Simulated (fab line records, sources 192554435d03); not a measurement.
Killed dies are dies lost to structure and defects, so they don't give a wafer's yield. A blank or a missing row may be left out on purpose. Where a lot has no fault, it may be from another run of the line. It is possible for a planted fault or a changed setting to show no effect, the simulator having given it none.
fab line records	flow n5-finfet
[record] lots = 24	wafers = 72	last-day = 17
route steps=1938 shown BEOL_M6@1229 BEOL_M7@1280
lots untouched by any fault: they come from a run of this same line in which no faults occurred
start-h: hours from the record's opening day to when the first of the lot's shown wafers began	wait-h: hours from the lot's prior step to this one	" repeats the value in the row above	L1.1+2: a single row standing in for several wafers	- no value present, or no start provided	* or withheld: withheld	< > ~ a bound
route shown NAME@n: names a module that has steps shown in the file, with the first one's number in the route	usual: mean and standard deviation over wafers with no fault	same: alike in all rows	chamber/n: place in a boat	sites: readings site by site	_std_site: the values' standard deviation	_edge_site: outer sites' mean less inner sites'	radius-mm: how far each site lies from the wafer's centre	mask NAME#n: copy n	behind: the most recent tool/chamber to have shaped the wafer	hold: what put the lot on hold/how long, in hours/how the hold closed	device: whichever transistor did not switch (one of n, p or np)	end of line: the tests these same wafers got at the end of their route	where a step has no rows: the recipe by itself	killed: dies that structure and defects cost at the first sort, which is not the same as the wafer's yield	map: per-die view of a wafer (x killed, . not killed, _ where there is no die)
set.NAME: the setting that was run; set.NAME@STEP: the one run at that earlier step	model.NAME: the simulator's own value behind a step, which no gauge read
a sample of lots followed through the steps of the route, with each step as a table and each wafer as a row
services: from which hour (start-h, from the record's first day; less than 0 if before it) a tool's chamber was out of use, for how many hours, and why
[[steps]]
[step N5_BEOL_M6_INSPECT_30]
[recipe] mode = adi	inspect-instrument = brightfield
[usual] raw-defect-count = 400/98
lot.wafer	tool	chamber	start-h	wait-h	raw-defect-count
L077.4	defect-inspect-02	-	194.13	0.0	455
L077.5	"	-	"	"	366
L077.6	"	-	"	"	507
L075.3	defect-inspect-01	-	194.32	0.0	346
L075.4	"	-	"	"	368
L075.6	"	-	"	"	301
L074.1	defect-inspect-01	-	194.49	0.1	523
L074.4	"	-	"	"	559
L074.5	"	-	"	"	520
L076.3	defect-inspect-01	-	196.22	0.0	511
L076.4	"	-	"	"	431
L076.6	"	-	"	"	394
L078.2	defect-inspect-02	-	208.83	0.0	265
L078.4	"	-	"	"	282
L078.5	"	-	"	"	331
L079.2	defect-inspect-01	-	214.42	0.0	388
L079.3	"	-	"	"	393
L079.5	"	-	"	"	376
L080.1	defect-inspect-02	-	217.94	0.1	327
L080.4	"	-	"	"	343
L080.6	"	-	"	"	267
L081.1	defect-inspect-02	-	220.15	0.1	559
L081.3	"	-	"	"	370
L081.6	"	-	"	"	559
L082.2	defect-inspect-02	-	224.55	0.0	395
L082.3	"	-	"	"	507
L082.5	"	-	"	"	409
L083.1	defect-inspect-02	-	238.21	0.1	336
L083.4	"	-	"	"	311
L083.5	"	-	"	"	424
L084.2	defect-inspect-02	-	249.50	0.0	410
L084.4	"	-	"	"	353
L084.6	"	-	"	"	288
L085.2	defect-inspect-01	-	255.91	0.0	402
L085.3	"	-	"	"	425
L085.4	"	-	"	"	487
L086.1	defect-inspect-02	-	260.30	0.1	329
L086.3	"	-	"	"	351
L086.5	"	-	"	"	320
L088.1	defect-inspect-01	-	261.66	0.1	382
L088.2	"	-	"	"	683
L088.5	"	-	"	"	420
L087.2	defect-inspect-01	-	266.03	0.0	622
L087.4	"	-	"	"	466
L087.5	"	-	"	"	538
L089.3	defect-inspect-02	-	274.27	0.0	317
L089.4	"	-	"	"	323
L089.5	"	-	"	"	285
L090.3	defect-inspect-01	-	285.65	0.0	505
L090.4	"	-	"	"	524
L090.5	"	-	"	"	492
L091.1	defect-inspect-01	-	287.84	0.1	290
L091.2	"	-	"	"	325
L091.4	"	-	"	"	408
L092.2	defect-inspect-01	-	291.54	0.0	281
L092.4	"	-	"	"	312
L092.5	"	-	"	"	476
L093.1	defect-inspect-02	-	303.00	0.1	302
L093.4	"	-	"	"	336
L093.5	"	-	"	"	347
L094.1	defect-inspect-01	-	304.59	0.1	329
L094.2	"	-	"	"	350
L094.3	"	-	"	"	331
L095.2	defect-inspect-01	-	322.37	0.0	568
L095.4	"	-	"	"	520
L095.6	"	-	"	"	560
L096.3	defect-inspect-02	-	324.04	0.0	462
L096.4	"	-	"	"	477
L096.5	"	-	"	"	336
L097.4	defect-inspect-02	-	328.99	0.0	270
L097.5	"	-	"	"	560
L097.6	"	-	"	"	343
[step N5_BEOL_M6_CD_MEAS_35]
[recipe] target-cd-nm = 40	target-cd-y-nm = 28	polarity = opening
[usual] cd-nm = 40.1/0.46
lot.wafer	tool	chamber	start-h	wait-h	cd-nm
L077.4	cd-sem-03	-	194.82	0.0	40.3
L077.5	"	-	"	"	40.4
L077.6	"	-	"	"	40.3
L075.3	cd-sem-02	-	195.16	0.0	40.8
L075.4	"	-	"	"	40.1
L075.6	"	-	"	"	40.4
L074.1	cd-sem-03	-	195.21	0.0	39.8
L074.4	"	-	"	"	39.7
L074.5	"	-	"	"	39.7
L076.3	cd-sem-03	-	196.84	0.0	40.5
L076.4	"	-	"	"	40.5
L076.6	"	-	"	"	41.0
L078.2	cd-sem-02	-	209.45	0.0	39.8
L078.4	"	-	"	"	40.5
L078.5	"	-	"	"	39.9
L079.2	cd-sem-02	-	215.56	0.0	40.0
L079.3	"	-	"	"	40.8
L079.5	"	-	"	"	40.3
L080.1	cd-sem-02	-	218.75	0.0	40.9
L080.4	"	-	"	"	39.7
L080.6	"	-	"	"	40.7
L081.1	cd-sem-01	-	220.76	0.0	39.7
L081.3	"	-	"	"	40.0
L081.6	"	-	"	"	40.9
L082.2	cd-sem-03	-	225.21	0.0	40.3
L082.3	"	-	"	"	40.3
L082.5	"	-	"	"	40.0
L083.1	cd-sem-02	-	239.02	0.0	40.0
L083.4	"	-	"	"	39.9
L083.5	"	-	"	"	40.2
L084.2	cd-sem-02	-	250.40	0.0	40.1
L084.4	"	-	"	"	39.6
L084.6	"	-	"	"	40.3
L085.2	cd-sem-01	-	256.52	0.0	40.0
L085.3	"	-	"	"	39.9
L085.4	"	-	"	"	40.2
L086.1	cd-sem-03	-	261.14	0.0	40.2
L086.3	"	-	"	"	40.6
L086.5	"	-	"	"	40.4
L088.1	cd-sem-03	-	262.28	0.0	39.1
L088.2	"	-	"	"	39.7
L088.5	"	-	"	"	39.2
L087.2	cd-sem-03	-	266.65	0.0	40.2
L087.4	"	-	"	"	39.8
L087.5	"	-	"	"	40.3
L089.3	cd-sem-03	-	275.03	0.0	40.6
L089.4	"	-	"	"	40.8
L089.5	"	-	"	"	39.8
L090.3	cd-sem-03	-	286.53	0.0	40.4
L090.4	"	-	"	"	39.7
L090.5	"	-	"	"	40.2
L091.1	cd-sem-01	-	288.68	0.0	39.9
L091.2	"	-	"	"	39.2
L091.4	"	-	"	"	39.2
L092.2	cd-sem-02	-	292.15	0.0	40.4
L092.4	"	-	"	"	41.2
L092.5	"	-	"	"	39.7
L093.1	cd-sem-01	-	303.67	0.0	40.2
L093.4	"	-	"	"	39.4
L093.5	"	-	"	"	40.3
L094.1	cd-sem-01	-	305.57	0.0	39.8
L094.2	"	-	"	"	39.1
L094.3	"	-	"	"	39.4
L095.2	cd-sem-01	-	322.99	0.0	40.0
L095.4	"	-	"	"	39.8
L095.6	"	-	"	"	40.6
L096.3	cd-sem-03	-	324.65	0.0	40.3
L096.4	"	-	"	"	40.1
L096.5	"	-	"	"	40.2
L097.4	cd-sem-02	-	329.66	0.0	40.1
L097.5	"	-	"	"	40.3
L097.6	"	-	"	"	40.2
[step N5_BEOL_M6_DEGAS_44]
[recipe] ambient = vacuum	temp-c = 250	time-s = 60
[usual] heater-power-w = 365/33
[same] time-s = 60
lot.wafer	tool	chamber	start-h	wait-h	heater-power-w
L077.4	pvd-sputter-03	-	195.50	0.4	357
L077.5	"	-	"	"	320
L077.6	"	-	"	"	350
L075.3	pvd-sputter-03	-	195.58	0.2	405
L075.4	"	-	"	"	333
L075.6	"	-	"	"	319
L074.1	pvd-sputter-03	-	195.66	0.4	322
L074.4	"	-	"	"	353
L074.5	"	-	"	"	414
L076.3	pvd-sputter-02	-	197.20	0.2	366
L076.4	"	-	"	"	369
L076.6	"	-	"	"	434
L078.2	pvd-sputter-01	-	210.28	0.7	334
L078.4	"	-	"	"	400
L078.5	"	-	"	"	404
L079.2	pvd-sputter-02	-	216.33	0.5	372
L079.3	"	-	"	"	430
L079.5	"	-	"	"	347
L080.1	pvd-sputter-02	-	219.71	0.9	365
L080.4	"	-	"	"	349
L080.6	"	-	"	"	346
L081.1	pvd-sputter-03	-	221.17	0.3	319
L081.3	"	-	"	"	366
L081.6	"	-	"	"	359
L082.2	pvd-sputter-02	-	225.75	0.2	348
L082.3	"	-	"	"	378
L082.5	"	-	"	"	348
L083.1	pvd-sputter-01	-	239.89	0.8	341
L083.4	"	-	"	"	326
L083.5	"	-	"	"	341
L084.2	pvd-sputter-03	-	251.05	0.5	320
L084.4	"	-	"	"	353
L084.6	"	-	"	"	349
L085.2	pvd-sputter-01	-	257.32	0.7	368
L085.3	"	-	"	"	332
L085.4	"	-	"	"	412
L086.1	pvd-sputter-03	-	261.75	0.5	350
L086.3	"	-	"	"	347
L086.5	"	-	"	"	333
L088.1	pvd-sputter-03	-	263.05	0.7	348
L088.2	"	-	"	"	348
L088.5	"	-	"	"	348
L087.2	pvd-sputter-03	-	267.47	0.7	357
L087.4	"	-	"	"	332
L087.5	"	-	"	"	358
L089.3	pvd-sputter-01	-	275.55	0.3	339
L089.4	"	-	"	"	395
L089.5	"	-	"	"	326
L090.3	pvd-sputter-01	-	287.04	0.3	341
L090.4	"	-	"	"	366
L090.5	"	-	"	"	364
L091.1	pvd-sputter-03	-	289.08	0.3	325
L091.2	"	-	"	"	353
L091.4	"	-	"	"	350
L092.2	pvd-sputter-01	-	292.60	0.3	348
L092.4	"	-	"	"	413
L092.5	"	-	"	"	410
L093.1	pvd-sputter-01	-	304.98	1.2	364
L093.4	"	-	"	"	328
L093.5	"	-	"	"	344
L094.1	pvd-sputter-02	-	305.95	0.3	436
L094.2	"	-	"	"	357
L094.3	"	-	"	"	382
L095.2	pvd-sputter-01	-	323.76	0.6	338
L095.4	"	-	"	"	336
L095.6	"	-	"	"	337
L096.3	pvd-sputter-01	-	325.18	0.3	336
L096.4	"	-	"	"	402
L096.5	"	-	"	"	402
L097.4	pvd-sputter-02	-	330.12	0.2	369
L097.5	"	-	"	"	448
L097.6	"	-	"	"	342
[step N5_BEOL_M6_ANNEAL_51]
[recipe] temp-c = 225	time-s = 90	ambient = N2
[usual] wafer_temp_C_max = 226.21/0.25
[same] time-s = 90
lot.wafer	tool	chamber	start-h	wait-h	wafer_temp_C_max
L077.4	rtp-anneal-01	0	196.57	0.2	226.46
L077.5	"	0	"	"	226.39
L077.6	"	0	"	"	226.37
L075.3	rtp-anneal-01	0	196.79	0.3	226.08
L075.4	"	0	"	"	226.59
L075.6	"	0	"	"	226.51
L074.1	rtp-anneal-02	0	196.80	0.3	226.61
L074.4	"	0	"	"	226.22
L074.5	"	0	"	"	226.76
L076.3	rtp-anneal-02	0	198.24	0.3	226.28
L076.4	"	0	"	"	226.16
L076.6	"	0	"	"	226.26
L078.2	rtp-anneal-02	0	211.62	0.3	226.03
L078.4	"	0	"	"	226.13
L078.5	"	0	"	"	226.29
L079.2	rtp-anneal-02	0	217.28	0.1	226.58
L079.3	"	0	"	"	226.05
L079.5	"	0	"	"	226.38
L080.1	rtp-anneal-02	0	220.72	0.1	225.99
L080.4	"	0	"	"	225.70
L080.6	"	0	"	"	226.00
L081.1	rtp-anneal-02	0	223.14	0.1	226.74
L081.3	"	0	"	"	226.00
L081.6	"	0	"	"	226.09
L082.2	rtp-anneal-01	0	227.88	0.1	226.16
L082.3	"	0	"	"	225.99
L082.5	"	0	"	"	225.58
L083.1	rtp-anneal-01	0	242.40	0.1	226.57
L083.4	"	0	"	"	225.95
L083.5	"	0	"	"	226.58
L084.2	rtp-anneal-01	0	252.09	0.2	225.97
L084.4	"	0	"	"	226.09
L084.6	"	0	"	"	226.58
L085.2	rtp-anneal-01	0	258.27	0.1	226.28
L085.3	"	0	"	"	226.28
L085.4	"	0	"	"	226.38
L086.1	rtp-anneal-02	0	262.82	0.3	226.35
L086.3	"	0	"	"	226.02
L086.5	"	0	"	"	225.98
L088.1	rtp-anneal-01	0	264.24	0.3	226.51
L088.2	"	0	"	"	226.50
L088.5	"	0	"	"	226.16
L087.2	rtp-anneal-02	0	268.85	0.3	226.06
L087.4	"	0	"	"	226.32
L087.5	"	0	"	"	226.01
L089.3	rtp-anneal-01	0	276.89	0.5	225.79
L089.4	"	0	"	"	226.17
L089.5	"	0	"	"	226.15
L090.3	rtp-anneal-01	0	288.55	0.1	226.10
L090.4	"	0	"	"	226.06
L090.5	"	0	"	"	226.34
L091.1	rtp-anneal-02	0	290.42	0.5	225.56
L091.2	"	0	"	"	226.36
L091.4	"	0	"	"	226.23
L092.2	rtp-anneal-02	0	294.25	0.1	226.41
L092.4	"	0	"	"	226.08
L092.5	"	0	"	"	226.24
L093.1	rtp-anneal-02	0	305.92	0.1	225.62
L093.4	"	0	"	"	226.49
L093.5	"	0	"	"	226.00
L094.1	rtp-anneal-01	0	308.18	0.1	226.03
L094.2	"	0	"	"	226.32
L094.3	"	0	"	"	226.18
L095.2	rtp-anneal-02	0	324.78	0.1	226.17
L095.4	"	0	"	"	226.25
L095.6	"	0	"	"	226.05
L096.3	rtp-anneal-01	0	327.11	0.7	226.40
L096.4	"	0	"	"	226.23
L096.5	"	0	"	"	226.50
L097.4	rtp-anneal-01	0	331.83	0.7	226.58
L097.5	"	0	"	"	226.79
L097.6	"	0	"	"	226.44
[step N5_BEOL_M6_INSPECT_58]
[recipe] inspect-instrument = darkfield	mode = post-dep
[usual] raw-defect-count = 68/22
lot.wafer	tool	chamber	start-h	wait-h	raw-defect-count
L077.4	defect-inspect-01	-	197.22	0.0	121
L077.5	"	-	"	"	54
L077.6	"	-	"	"	74
L075.3	defect-inspect-01	-	197.45	0.0	63
L075.4	"	-	"	"	56
L075.6	"	-	"	"	53
L074.1	defect-inspect-02	-	197.56	0.0	121
L074.4	"	-	"	"	78
L074.5	"	-	"	"	47
L076.3	defect-inspect-01	-	198.91	0.0	54
L076.4	"	-	"	"	54
L076.6	"	-	"	"	51
L078.2	defect-inspect-02	-	212.49	0.0	42
L078.4	"	-	"	"	32
L078.5	"	-	"	"	56
L079.2	defect-inspect-02	-	218.15	0.0	79
L079.3	"	-	"	"	83
L079.5	"	-	"	"	75
L080.1	defect-inspect-02	-	221.46	0.0	37
L080.4	"	-	"	"	49
L080.6	"	-	"	"	50
L081.1	defect-inspect-01	-	223.88	0.0	80
L081.3	"	-	"	"	87
L081.6	"	-	"	"	52
L082.2	defect-inspect-01	-	228.61	0.0	81
L082.3	"	-	"	"	83
L082.5	"	-	"	"	59
L083.1	defect-inspect-01	-	243.15	0.0	78
L083.4	"	-	"	"	49
L083.5	"	-	"	"	56
L084.2	defect-inspect-01	-	252.81	0.0	79
L084.4	"	-	"	"	63
L084.6	"	-	"	"	67
L085.2	defect-inspect-01	-	258.97	0.0	80
L085.3	"	-	"	"	52
L085.4	"	-	"	"	87
L086.1	defect-inspect-01	-	263.57	0.0	79
L086.3	"	-	"	"	79
L086.5	"	-	"	"	64
L088.1	defect-inspect-01	-	265.00	0.0	67
L088.2	"	-	"	"	64
L088.5	"	-	"	"	104
L087.2	defect-inspect-02	-	269.56	0.0	72
L087.4	"	-	"	"	68
L087.5	"	-	"	"	40
L089.3	defect-inspect-01	-	277.57	0.0	64
L089.4	"	-	"	"	133
L089.5	"	-	"	"	64
L090.3	defect-inspect-01	-	289.21	0.0	51
L090.4	"	-	"	"	56
L090.5	"	-	"	"	61
L091.1	defect-inspect-01	-	291.17	0.0	121
L091.2	"	-	"	"	90
L091.4	"	-	"	"	82
L092.2	defect-inspect-02	-	294.95	0.0	83
L092.4	"	-	"	"	57
L092.5	"	-	"	"	82
L093.1	defect-inspect-02	-	306.66	0.0	38
L093.4	"	-	"	"	34
L093.5	"	-	"	"	44
L094.1	defect-inspect-01	-	308.93	0.0	61
L094.2	"	-	"	"	67
L094.3	"	-	"	"	56
L095.2	defect-inspect-01	-	325.62	0.0	72
L095.4	"	-	"	"	83
L095.6	"	-	"	"	117
L096.3	defect-inspect-01	-	327.77	0.0	84
L096.4	"	-	"	"	95
L096.5	"	-	"	"	59
L097.4	defect-inspect-02	-	332.45	0.0	91
L097.5	"	-	"	"	64
L097.6	"	-	"	"	66
[step N5_BEOL_M7_ETCH_61]
[recipe] chemistry = CF4	target = SiARC	target-depth-a = 455	mask-material = CAR-ArF	time-s = 75.8	ion-energy-ev = 80	pressure-mtorr = 40	source-w = 545	bias-w = 36	Ar_flow_sccm = 100	cf4-flow-sccm = 100	ends = cleared
[usual] drypump-motor-current-A = 5.8/0.53	etch-rf-on-time-s = 75.2/1.2	oes-product-au = 0.68/0.07	rf-vpp-V = 184.5/1.2	showerhead-plenum-p-Torr = 2.18/0.065	throttle-valve-pct = 15.52/0.29
lot.wafer	tool	chamber	start-h	wait-h	drypump-motor-current-A	etch-rf-on-time-s	oes-product-au	rf-hours-counter-h	rf-vpp-V	showerhead-plenum-p-Torr	throttle-valve-pct
L077.4	rie-diel-06	0	198.83	0.0	5.0	74.3	0.73	54	185.1	2.26	15.39
L077.5	"	2	"	"	6.4	77.5	0.61	-	183.7	2.04	16.12
L077.6	"	1	"	"	5.9	73.7	0.79	-	184.7	2.18	15.28
L075.3	rie-diel-01	0	199.03	0.0	6.6	74.9	0.64	174	186.2	2.22	15.59
L075.4	"	3	"	"	5.7	73.9	0.72	69	184.5	2.09	15.38
L075.6	"	3	"	"	5.7	74.1	0.72	-	183.8	2.09	15.38
L074.1	rie-diel-06	0	199.09	0.0	5.0	73.7	0.74	54	185.4	2.26	15.38
L074.4	"	2	"	"	6.4	76.8	0.60	204	182.1	2.04	16.12
L074.5	"	0	"	"	5.0	73.9	0.74	-	186.9	2.26	15.39
L076.3	rie-diel-03	0	202.54	0.0	5.3	76.3	0.62	178	185.6	2.21	15.33
L076.4	"	2	"	"	6.0	75.3	0.62	-	185.0	2.21	15.71
L076.6	"	1	"	"	5.9	76.7	0.63	-	184.0	2.22	15.73
L078.2	rie-diel-06	2	215.09	0.0	6.4	77.1	0.60	209	182.6	2.04	16.14
L078.4	"	0	"	"	5.0	73.9	0.73	59	185.9	2.26	15.41
L078.5	"	0	"	"	5.0	74.2	0.74	-	185.2	2.26	15.40
L079.2	rie-diel-03	1	220.80	0.0	5.9	75.9	0.63	199	184.6	2.21	15.76
L079.3	"	2	"	"	5.9	74.9	0.62	205	183.0	2.21	15.72
L079.5	"	0	"	"	5.3	76.8	0.62	-	184.8	2.21	15.35
L080.1	rie-diel-06	3	223.63	0.0	6.2	74.8	0.76	35	184.3	2.18	15.02
L080.4	"	2	"	"	6.4	77.2	0.60	212	182.3	2.04	16.14
L080.6	"	0	"	"	5.0	74.1	0.72	-	186.2	2.26	15.42
L081.1	rie-diel-06	3	226.04	0.0	6.1	74.7	0.77	36	184.4	2.18	15.03
L081.3	"	1	"	"	5.9	74.2	0.77	27	184.5	2.18	15.31
L081.6	"	1	"	"	5.9	74.1	0.78	-	183.8	2.18	15.30
L082.2	rie-diel-03	0	233.44	0.0	5.2	76.3	0.61	190	184.6	2.21	15.36
L082.3	"	2	"	"	6.0	74.8	0.62	210	184.9	2.21	15.73
L082.5	"	2	"	"	6.0	75.5	0.61	-	184.1	2.20	15.73
L083.1	rie-diel-06	2	245.99	0.0	6.4	76.6	0.60	220	184.0	2.04	16.17
L083.4	"	3	"	"	6.2	74.8	0.76	-	185.2	2.18	15.04
L083.5	"	2	"	"	6.4	76.7	0.59	-	181.7	2.04	16.17
L084.2	rie-diel-01	0	257.34	0.0	6.7	75.9	0.63	191	184.5	2.21	15.63
L084.4	"	1	"	"	5.0	74.6	0.72	-	185.8	2.26	15.49
L084.6	"	0	"	"	6.7	76.3	0.62	-	184.4	2.21	15.62
L085.2	rie-diel-06	2	262.21	0.0	6.4	76.2	0.59	225	184.2	2.04	16.16
L085.3	"	0	"	"	5.0	74.0	0.72	75	184.1	2.25	15.44
L085.4	"	3	"	"	6.2	74.5	0.75	48	183.3	2.17	15.05
L086.1	rie-diel-01	1	267.40	0.0	5.0	74.1	0.71	61	187.4	2.26	15.50
L086.3	"	3	"	"	5.7	75.4	0.68	91	183.4	2.08	15.44
L086.5	"	1	"	"	5.0	73.6	0.72	-	184.7	2.26	15.50
L088.1	rie-diel-01	3	267.66	0.0	5.7	76.3	0.68	91	182.9	2.08	15.44
L088.2	"	0	"	"	6.7	77.0	0.62	196	184.9	2.21	15.63
L088.5	"	1	"	"	5.0	75.3	0.72	-	186.0	2.26	15.51
L087.2	rie-diel-06	1	271.58	0.0	5.9	74.1	0.76	37	184.5	2.18	15.33
L087.4	"	2	"	"	6.4	76.7	0.59	230	180.7	2.03	16.19
L087.5	"	1	"	"	5.9	73.8	0.76	-	185.5	2.18	15.33
L089.3	rie-diel-03	0	281.16	0.0	5.3	77.3	0.60	207	184.8	2.20	15.39
L089.4	"	2	"	"	6.0	75.5	0.60	229	184.1	2.20	15.76
L089.5	"	1	"	"	5.9	76.3	0.61	-	184.9	2.21	15.77
L090.3	rie-diel-03	0	290.75	0.0	5.2	76.0	0.60	210	185.9	2.20	15.41
L090.4	"	3	"	"	5.7	76.7	0.74	37	183.9	2.18	15.45
L090.5	"	0	"	"	5.2	76.4	0.60	-	185.1	2.20	15.41
L091.1	rie-diel-03	0	292.97	0.0	5.3	76.0	0.60	211	184.8	2.20	15.40
L091.2	"	3	"	"	5.7	75.4	0.74	38	183.9	2.18	15.45
L091.4	"	1	"	"	5.9	75.6	0.62	224	184.5	2.20	15.81
L092.2	rie-diel-01	1	297.80	0.0	5.0	73.8	0.71	72	186.8	2.25	15.55
L092.4	"	2	"	"	5.4	73.9	0.81	7	184.0	2.19	15.38
L092.5	"	2	"	"	5.4	72.7	0.82	-	185.2	2.19	15.37
L093.1	rie-diel-06	3	308.97	0.0	6.2	74.7	0.73	63	184.7	2.17	15.08
L093.4	"	1	"	"	5.9	74.5	0.74	48	184.7	2.17	15.35
L093.5	"	3	"	"	6.2	75.0	0.73	-	184.3	2.17	15.10
L094.1	rie-diel-03	0	311.79	0.0	5.2	77.5	0.59	217	185.1	2.20	15.40
L094.2	"	1	"	"	5.9	76.9	0.61	230	185.0	2.20	15.82
L094.3	"	2	"	"	6.0	76.0	0.58	239	182.9	2.20	15.77
L095.2	rie-diel-01	0	330.24	0.0	6.7	75.2	0.61	217	183.3	2.20	15.67
L095.4	"	3	"	"	5.7	75.0	0.68	109	183.6	2.07	15.48
L095.6	"	0	"	"	6.7	75.0	0.61	-	183.0	2.20	15.66
L096.3	rie-diel-06	0	330.78	0.0	5.0	75.0	0.69	98	185.0	2.24	15.49
L096.4	"	2	"	"	6.4	77.4	0.58	246	183.2	2.03	16.22
L096.5	"	3	"	"	6.2	74.9	0.72	-	184.2	2.17	15.08
L097.4	rie-diel-01	3	335.01	0.0	5.7	75.8	0.67	111	182.9	2.07	15.47
L097.5	"	3	"	"	5.7	75.4	0.66	-	183.2	2.07	15.47
L097.6	"	2	"	"	5.4	72.8	0.80	-	185.0	2.19	15.40
[[services]]
tool	chamber	start-h	hours	kind
rie-diel-06	2	178.70	3.8	repair
rie-diel-01	0	184.02	9.1	repair
rie-diel-01	2	185.47	12.7	repair
rie-diel-03	3	194.87	4.1	repair
rie-diel-03	3	202.36	63.7	repair
rie-diel-06	1	228.58	18.5	repair
rie-diel-01	2	252.57	-	clean
rie-diel-01	2	252.57	-	consumable-replace:focus-ring
rie-diel-01	2	252.57	22.7	scheduled-down
rie-diel-01	2	252.57	22.7	vent-cycle
rie-diel-03	1	262.53	4.8	repair
rie-diel-01	3	277.69	5.4	repair
rie-diel-03	-	328.19	2.8	pm
[[key]]
fault none
